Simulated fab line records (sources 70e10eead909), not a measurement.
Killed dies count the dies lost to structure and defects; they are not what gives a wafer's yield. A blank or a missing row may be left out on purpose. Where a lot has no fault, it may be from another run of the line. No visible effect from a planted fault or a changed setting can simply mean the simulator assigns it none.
One fault seen from 2 desks :: flow nand-harc :: each desk holds nothing but its own numbers, with what lay behind them at the end

## AT THE TOOL OWNER'S DESK: cmp-02
The tool's own readings at NHARC_P_M0_CMP_23 (polishes, t overpolish 20 s, target thk 117.54 nm): means of the sampled wafers that have a number, for each lot that ran on this tool. Any lot whose mean is over 4 standard deviations away from the usual mean is out of limits and marked OUT; that distance is given in the brackets.
Columns: A = motor-current-A at NHARC_P_M0_CMP_23, usual 12.0 A; B = time-to-endpoint-s at NHARC_P_M0_CMP_23, usual 29 s
lot: L880
first seen here: day 6 21:39
A: 11.8
B: 28

lot: L883
first seen here: day 8 03:30
A: 12.7
B: 31

lot: L886
first seen here: day 9 11:19
A: 11.9
B: 33

lot: L892
first seen here: day 12 09:55
A: 10.5
B: 29

lot: L895
first seen here: day 13 05:36
A: 11.7
B: 31
Result from this desk: across the 5 lots, nothing is out of limits.

## THE DEFECT DESK
Inspection counts along the route, by lot: the mean over sampled wafers that carry a number. Any lot whose mean is over 4 standard deviations away from the usual mean is out of limits and marked OUT; that distance is given in the brackets.
Columns: A = raw-defect-count at NHARC_P_M0_INSPECT_27, usual 304
lot: L878
first seen here: day 6 08:32
A: 228

lot: L880
first seen here: day 6 22:07
A: 207

lot: L882
first seen here: day 7 22:38
A: 327

lot: L883
first seen here: day 8 03:57
A: 259

lot: L885
first seen here: day 9 07:02
A: 195

lot: L886
first seen here: day 9 11:49
A: 247

lot: L888
first seen here: day 10 11:00
A: 423

lot: L892
first seen here: day 12 10:22
A: 1052 (+6.8) OUT

lot: L895
first seen here: day 13 06:05
A: 935 (+5.7) OUT

lot: L897
first seen here: day 14 01:38
A: 264

lot: L900
first seen here: day 15 10:17
A: 412

lot: L901
first seen here: day 15 20:03
A: 333
This desk's finding: out of limits on L892, L895; first on L892, day 12 10:22 (raw-defect-count at NHARC_P_M0_INSPECT_27). Within limits: L878, L880, L882, L883, L885, L886, L888, L897, L900, L901.

## ALL TOGETHER
The defect desk could have raised an alarm at day 12 10:22, on L892, L895.
The desk of the tool owner found nothing out of limits.
Tool owner's desk: L892, L895 on record, inside its limits.
The lots listed all ran NHARC_P_M0_CMP_23 on cmp-02.

## WHAT THE SIMULATOR HAD PUT IN
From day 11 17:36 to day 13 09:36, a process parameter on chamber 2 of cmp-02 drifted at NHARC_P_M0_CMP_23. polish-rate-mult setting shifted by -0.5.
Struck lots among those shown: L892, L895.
Hours from the fault's start to each desk's first reading out of limits: the defect desk, 17.
